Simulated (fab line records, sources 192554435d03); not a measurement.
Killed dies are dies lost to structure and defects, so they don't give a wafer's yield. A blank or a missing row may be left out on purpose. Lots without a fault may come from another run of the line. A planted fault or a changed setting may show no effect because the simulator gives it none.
fab line records | flow n5_finfet
record lots=7 wafers=18 last_day=17
route steps=1938 shown HKMG_FIN@415
lots that met no fault: from a run of the same line without faults
start_h: hours from the record's first day to the start of the lot's first wafer shown | wait_h: hours since the lot's step before | " the same as in the row above | L1.1+2: a row that stands for several wafers | - no value, or no start given | * or withheld: withheld | < > ~ a bound
route shown NAME@n: a module of which the file shows steps, and the number in the route of the first | usual: mean/standard deviation of fault-free wafers | same: alike in all rows | chamber/n: place in a boat | sites: the reading at each site | _std_site: their standard deviation | _edge_site: outer sites' mean less inner sites' | radius_mm: how far each site lies from the wafer's centre | mask NAME#n: copy n | behind: the tool/chamber that last shaped the wafer | hold: why the lot was held/for how many hours/how that ended | device: the transistor (n, p or np) that didn't switch | end of line: the same wafers' tests at the end of the route | a step without rows: its recipe alone | killed: dies lost to structure and defects at the first sort, not the wafer's yield | map: a wafer's dies, x killed, . not, _ none there
set.NAME: the setting as run; set.NAME@STEP: as run at that earlier step | model.NAME: the simulator's own value behind a step, which no gauge read
lots at some steps of the route; a table a step, a row a wafer
services: from which hour (start_h, from the record's first day; less than 0 if before it) a tool's chamber was out of use, for how many hours, and why
## steps
# step N5_HKMG_FIN_PRECLEAN_64
# recipe chemistry=dHF time_s=30 temp_c=25 dilution=withheld
# step N5_HKMG_FIN_WET_ETCH_65
# recipe chemistry=TMAH temp_c=70 conc_wt_pct=5 target=a-Si stop_on=TiN time_s=49 target_depth_nm=3
# step N5_HKMG_FIN_WET_ETCH_81
# recipe chemistry=SC1 target=TiN stop_on=HfO2 mix=1:1:5 temp_c=60 time_s=57 target_depth_nm=6
# step N5_HKMG_FIN_WET_ETCH_82
# recipe chemistry=dHCl mix=1:10000 temp_c=25 target=La2O3 stop_on=HfO2 target_depth_nm=2 dry=ipa_marangoni rinse_time_s=30 rinse_temp_c=23
# step N5_HKMG_FIN_ALD_36
# recipe material=TiN target_thk_a=10 temp_c=400 ald_precursor_family=TiCl4 ald_co_reactant=NH3 pulse_time_s=1 purge_time_s=3 co_reactant_purge_time_s=2 co_reactant_pulse_time_s=2 ald_cycles=47 pressure_torr=3
# usual heater_power_w=870/81 precursor_pulse_height_rel=1.002/0.02
# columns lot.wafer tool chamber start_h wait_h heater_power_w precursor_pulse_height_rel
L521.1 ald_metal-01 2 112.97 0.0 820 1.012
L521.2 " 0 " " 923 1.018
L521.3 " 1 " " 1044 0.994
L526.2 ald_metal-01 2 148.44 0.0 798 1.004
L526.3 " 0 " " 924 1.015
L526.4 " 3 " " 805 1.011
L528.2 ald_metal-01 3 154.40 0.0 829 0.988
L528.4 " 0 " " 908 0.970
L531.1 ald_metal-03 2 171.77 0.0 905 1.031
L531.2 " 1 " " 887 0.986
L531.4 " 0 " " 822 1.043
L533.1 ald_metal-04 2 184.41 0.0 745 1.002
L533.3 " 3 " " 820 1.040
L534.2 ald_metal-01 1 191.23 0.0 1044 0.990
L534.3 " 2 " " 822 1.042
L538.4 ald_metal-04 0 215.09 0.0 930 0.989
L538.5 " 1 " " 894 0.998
L538.6 " 2 " " 719 1.000
# step N5_HKMG_FIN_THK_MEAS_70
# recipe thk_meas_gauge=xrf reads=HfO2_of_HKMG_FIN_HK_ALD_01
# usual HK_THK=1.597/0.019
# columns lot.wafer tool chamber start_h wait_h HK_THK[nm]
L521.1 film_metro-01 - 113.25 0.2 1.597
L521.2 " - " " 1.589
L521.3 " - " " 1.615
L526.2 film_metro-01 - 148.74 0.2 1.614
L526.3 " - " " 1.607
L526.4 " - " " 1.597
L528.2 film_metro-01 - 154.69 0.2 1.593
L528.4 " - " " 1.595
L531.1 film_metro-01 - 172.05 0.2 1.586
L531.2 " - " " 1.586
L531.4 " - " " 1.579
L533.1 film_metro-02 - 184.69 0.2 1.560
L533.3 " - " " 1.564
L534.2 film_metro-01 - 191.51 0.2 1.618
L534.3 " - " " 1.606
L538.4 film_metro-02 - 215.38 0.2 1.609
L538.5 " - " " 1.561
L538.6 " - " " 1.606
# step N5_HKMG_FIN_PWFM_ALD_03
# recipe material=TiN target_thk_a=20 temp_c=400 ald_precursor_family=TiCl4 ald_co_reactant=NH3 pulse_time_s=1 purge_time_s=3 co_reactant_purge_time_s=2 co_reactant_pulse_time_s=2 ald_cycles=91 pressure_torr=3
# usual heater_power_w=869/78 precursor_pulse_height_rel=1.002/0.02
# columns lot.wafer tool chamber start_h wait_h heater_power_w precursor_pulse_height_rel
L521.1 ald_metal-03 0 113.28 0.0 844 1.015
L521.2 " 2 " " 884 0.963
L521.3 " 1 " " 898 1.000
L526.2 ald_metal-03 1 148.77 0.0 896 1.008
L526.3 " 2 " " 873 0.980
L526.4 " 0 " " 838 0.994
L528.2 ald_metal-03 0 154.72 0.0 820 0.972
L528.4 " 1 " " 876 1.005
L531.1 ald_metal-01 0 172.08 0.0 907 1.007
L531.2 " 3 " " 841 1.015
L531.4 " 1 " " 1057 1.001
L533.1 ald_metal-03 1 184.73 0.0 873 0.979
L533.3 " 0 " " 840 1.001
L534.2 ald_metal-04 2 191.55 0.0 737 0.982
L534.3 " 3 " " 801 1.016
L538.4 ald_metal-01 2 215.63 0.3 817 1.009
L538.5 " 1 " " 1053 1.017
L538.6 " 3 " " 829 0.978
# step N5_HKMG_FIN_COAT_29
# recipe resist=SOC temp_c=250 time_s=60 spin_rpm=1500 resist_thk_nm=300
# step N5_HKMG_FIN_COAT_30
# recipe resist=SiARC temp_c=220 time_s=60 spin_rpm=1500 resist_thk_nm=35
# step N5_HKMG_FIN_COAT_06
# recipe resist=CAR-ArF spin_rpm=1500 resist_thk_nm=90
# step N5_HKMG_FIN_EBR_08
# recipe solvent=PGMEA ebr_width_mm=1.5
# step N5_HKMG_FIN_SOFTBAKE_07
# recipe temp_c=110 time_s=60 resist=CAR-ArF
# step N5_HKMG_FIN_EXPOSE_09
# recipe mask_id=NWFM na=1.35 source_shape=conventional sigma_outer=0.8 polarization=unpolarized dose_mj=39.25
# columns lot.wafer tool chamber start_h wait_h mask
L521.1+2+3 arfi_scanner-02 0 113.87 - NWFM#0
L526.2+3+4 arfi_scanner-03 0 149.37 - NWFM#0
L528.2+4 arfi_scanner-03 0 155.32 - NWFM#0
L531.1+2+4 arfi_scanner-01 0 172.67 - NWFM#0
L533.1+3 arfi_scanner-03 0 185.44 - NWFM#0
L534.2+3 arfi_scanner-03 0 192.14 - NWFM#0
L538.4+5+6 arfi_scanner-01 0 216.14 - NWFM#0
# step N5_HKMG_FIN_PEB_10
# recipe peb_temp_c=withheld peb_time_s=60 resist=CAR-ArF
# step N5_HKMG_FIN_DEVELOP_11
# recipe develop_time_s=30 developer=TMAH resist=CAR-ArF dev_temp_c=23 rinse_liquid=diw dry=air_spin
# step N5_HKMG_FIN_CD_MEAS_12
# recipe target_cd_nm=92.8 landing_energy_ev=500 detector=se_inlens
# usual cd_nm=93.1/0.55
# columns lot.wafer tool chamber start_h wait_h cd_nm
L521.1 cd_sem-03 0 114.00 - 92.4
L521.2 " 0 " " 93.5
L521.3 " 0 " " 92.6
L526.2 cd_sem-03 0 149.49 - 93.5
L526.3 " 0 " " 92.9
L526.4 " 0 " " 92.7
L528.2 cd_sem-02 0 155.44 - 92.3
L528.4 " 0 " " 70.8
L531.1 cd_sem-02 0 172.80 - 92.5
L531.2 " 0 " " 93.1
L531.4 " 0 " " 93.3
L533.1 cd_sem-01 0 185.57 - 92.0
L533.3 " 0 " " 68.5
L534.2 cd_sem-03 0 192.26 - 93.2
L534.3 " 0 " " 68.3
L538.4 cd_sem-03 0 216.25 - 92.6
L538.5 " 0 " " 93.3
L538.6 " 0 " " 93.5
# step N5_HKMG_FIN_OVL_MEAS_13
# recipe points_per_wafer=44
# usual NWFM_OVL=0.2/0.89
# columns lot.wafer tool chamber start_h wait_h NWFM_OVL[nm]
L521.1 overlay-02 0 114.03 0.0 -1.6
L521.2 " 0 " " -1.4
L521.3 " 0 " " -1.6
L526.2 overlay-02 0 149.52 0.0 0.9
L526.3 " 0 " " 0.3
L526.4 " 0 " " 1.5
L528.2 overlay-02 0 155.47 0.0 1.1
L528.4 " 0 " " 0.7
L531.1 overlay-02 0 172.83 0.0 1.0
L531.2 " 0 " " 0.3
L531.4 " 0 " " 0.6
L533.1 overlay-02 0 185.60 0.0 -1.7
L533.3 " 0 " " 0.0
L534.2 overlay-02 0 192.29 0.0 1.0
L534.3 " 0 " " 1.2
L538.4 overlay-01 0 216.28 0.0 1.0
L538.5 " 0 " " 1.6
L538.6 " 0 " " 1.5
## services
# columns tool chamber start_h hours kind
arfi_scanner-03 - 96.96 1.3 pm
arfi_scanner-03 - 101.22 6.1 repair
arfi_scanner-01 - 102.31 17.3 pm
arfi_scanner-02 - 108.73 1.3 pm
arfi_scanner-03 - 112.14 2.0 repair
arfi_scanner-01 - 119.64 0.8 pm
ald_metal-03 3 121.37 279.0 repair
arfi_scanner-03 - 123.82 1.5 pm
arfi_scanner-03 - 137.11 4.9 pm
arfi_scanner-02 - 142.95 2.5 repair
ald_metal-04 0 144.49 25.5 repair
arfi_scanner-03 - 146.17 2.3 repair
arfi_scanner-01 - 156.46 1.2 repair
arfi_scanner-01 - 162.07 1.3 pm
arfi_scanner-03 - 162.51 3.9 pm
arfi_scanner-02 - 163.82 1.6 repair
arfi_scanner-01 - 167.13 3.1 pm
arfi_scanner-02 - 172.83 1.0 pm
arfi_scanner-02 - 179.12 6.2 repair
ald_metal-01 0 194.29 26.0 repair
arfi_scanner-01 - 194.98 4.9 pm
arfi_scanner-03 - 200.90 1.0 pm
arfi_scanner-02 - 203.75 4.9 pm
arfi_scanner-02 - 210.85 0.8 pm
## key
first_sign step=N5_HKMG_FIN_CD_MEAS_12 reading=cd_nm direction=down sigmas=44 usual=93.1 struck=69.2
effect none on later readings
met_at N5_HKMG_FIN_EXPOSE_09
struck_wafers L528.4,L533.3,L534.3
later_rows_left_out L528.4,L533.3,L534.3
sort_left_out L528.4,L533.3,L534.3
tester_left_out L528,L533,L534
onset_between 149.37 155.32
fault kind=process_parameter_drift tool=arfi_scanner-03 chamber=- onset_h=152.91 steps=N5_HKMG_FIN_EXPOSE_09 channel=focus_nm offset=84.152 shape=step end_h=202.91 scope=struck_wafers_only
# tester_left_out: of these lots the tester's yield and bins aren't shown, on N5 and GAA mostly nor the transistor test; their killed dies are dies lost to structure and defects alone, not to doping, threshold or leakage, so they don't give the yield
# sort_left_out: the simulated sort isn't trusted on such a fault, so these wafers' sort isn't shown, and their yield isn't known
# later_rows_left_out: the simulator's readings of these wafers behind a module that went badly wrong aren't trusted and aren't shown, but for the sort
